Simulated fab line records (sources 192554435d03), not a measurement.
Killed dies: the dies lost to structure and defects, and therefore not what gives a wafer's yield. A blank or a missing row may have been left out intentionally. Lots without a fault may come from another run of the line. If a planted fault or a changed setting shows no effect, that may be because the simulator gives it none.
Problem report in the 8D (eight disciplines) form, filled by code	flow n5-finfet	the parts of the form that need people (team, actions taken, sign-off) are left out

1. PROBLEM STATEMENT
At N5_BEOL_M4_CVD_47, run-length-s averages 436.6 s over 3 wafers from 2 lots, while fault-free wafers read 246.8 s, standard deviation 0.63. So: +99 or more standard deviations from the usual mean.
The step: deposits Co from CCTBA/H2, target thk 3 nm, time 223.8 s.
First seen on wafer L988.1, day 10 05:53, on cvd-co-01. Wafers with a number at this step in the record: 31, from 11 lots. The rule behind "out" and "out of limits": a value lying over 4 standard deviations away from the usual mean. All remaining wafers that have a number are taken as sound.

2. WHAT IT IS; WHAT IT IS NOT
question	is	is not
which readings at this step	run-length-s	-
which lots	L988, L990	L100, L101, L978, L979, L980, L981, L982, L995, L997
which wafers of those lots	L988.1, L990.1, L990.4	L988.5, L988.6, L990.3
read on which tools	cvd-co-01	cvd-co-02
when	from day 10 05:53	up to then (17 sound wafers); but 11 sound wafers of L100, L101, L990, L995, L997 came after

3. WHAT RULES OUT EACH SUSPECT
Counting: a tool at a process step up to the reading stays a suspect if it ran every lot that is out. Sound lots after the first of them don't rule it out here, since some wafers of a struck lot are sound.
- cvd-co-01 at N5_BEOL_M4_CVD_47 (deposits Co from CCTBA/H2, target thk 3 nm, time 223.8 s): kept. Every lot that is out went through it, the first being L988 (day 10 05:53); the last sound lot it ran before that was L979 (day 7 23:07). Out on those wafers are its own readings of run-length-s.
Remaining after the count: cvd-co-01 at N5_BEOL_M4_CVD_47.

4. THE CAUSE (what the simulator had put in)
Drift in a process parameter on cvd-co-01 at N5_BEOL_M4_CVD_47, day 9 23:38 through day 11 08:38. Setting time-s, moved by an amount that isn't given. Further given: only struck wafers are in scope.
This tool alone remained once counting was done.

5. THE EFFECT CHAIN, in route order
Each row: a reading whose mean over the struck wafers that have a number lies more than 3 standard deviations from the usual. Scope: only readings with a usual standard deviation given in the record; hours: median across lots of the time from each lot's start at the first step in this table that gives one to its start at this step; sigmas: change in usual standard deviations.
hours	step	reading	usual	on struck wafers	change	sigmas
0	N5_BEOL_M4_CVD_47	run-length-s	246.8 s	436.6	+189.8	+99 or more
It contains these process steps:
- N5_BEOL_M4_CVD_47: deposits Co from CCTBA/H2, target thk 3 nm, time 223.8 s.
Later steps that measure or inspect, where all struck wafers having a row at the step show a number for every such reading and not one has moved that far: N5_BEOL_M4_RC_MEAS_101.

6. HOW IT WOULD HAVE BEEN CAUGHT EARLIER
The fault began at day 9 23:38; the first out-of-limits reading in this record came at day 10 05:53, 6 hours later.
